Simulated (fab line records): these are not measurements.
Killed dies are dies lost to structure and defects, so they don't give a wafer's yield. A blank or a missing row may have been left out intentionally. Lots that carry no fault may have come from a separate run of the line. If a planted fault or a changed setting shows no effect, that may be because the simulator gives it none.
Matching of chambers | flow nand harc | NHARC_P_BONDPAD_CMP_32 on cmp-03 has 4 sister chambers
The step polishes SiCN, target thk 200 nm. 20 wafers are shown with their chamber, then 10 later ones without.

## WAFERS PAIRED WITH THEIR CHAMBERS
wafer  | chamber | motor current A (A)
L768.1 | 0       | 11.2
L768.2 | 1       | 12.0
L768.4 | 2       | 9.6
L771.1 | 1       | 12.4
L771.3 | 0       | 12.2
L771.5 | 1       | 12.7
L772.1 | 2       | 11.0
L772.3 | 0       | 11.3
L772.5 | 3       | 12.3
L775.1 | 1       | 11.6
L775.2 | 0       | 11.3
L775.5 | 1       | 12.2
L776.3 | 1       | 11.7
L776.4 | 0       | 11.8
L776.6 | 3       | 11.8
L777.2 | 3       | 11.7
L777.4 | 1       | 11.8
L777.6 | 0       | 11.5
L778.3 | 0       | 12.3
L778.4 | 1       | 11.7

SIGNATURES (means of the wafers above)
reading         | chamber 0 | chamber 1 | chamber 2 | chamber 3 | scatter within a chamber
motor current A | 11.657    | 12.012    | 10.300    | 11.933    | 0.466
Rule: distance of a wafer from a chamber = root of the sum over the readings of ((wafer's reading minus chamber's mean) / reading's scatter) squared. If the next closest chamber is less than 2 further off than the closest, the wafer can't be placed; otherwise it belongs to the closest. How the scatter is found: for the shown wafers, subtract from each reading the mean of its chamber, square and add these, divide the total by (wafers less chambers), then take the root.

## WAFERS WHOSE CHAMBER IS MISSING
wafer  | motor current A (A)
L778.6 | 11.6
L779.1 | 11.4
L779.3 | 11.9
L779.5 | 10.7
L782.1 | 11.9
L782.3 | 11.5
L782.4 | 10.5
L787.2 | 11.6
L787.5 | 10.5
L787.6 | 11.7

## CHAMBER TAKEN BY EACH
wafer  | from the rows above               | in truth
L778.6 | can't be placed: 0 or 3 or 1      | 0
L779.1 | can't be placed: 0 or 3 or 1 or 2 | 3
L779.3 | can't be placed: 3 or 1 or 0      | 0
L779.5 | can't be placed: 2 or 0 or 3 or 1 | 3
L782.1 | can't be placed: 3 or 1 or 0      | 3
L782.3 | can't be placed: 0 or 3 or 1      | 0
L782.4 | 2                                 | 2
L787.2 | can't be placed: 0 or 3 or 1      | 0
L787.5 | 2                                 | 2
L787.6 | can't be placed: 0 or 3 or 1      | 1
Placed correctly: 2 of 10. Cannot be placed on the basis of these rows: 8; the candidates contain the true chamber in 8. Wrongly placed: 0.
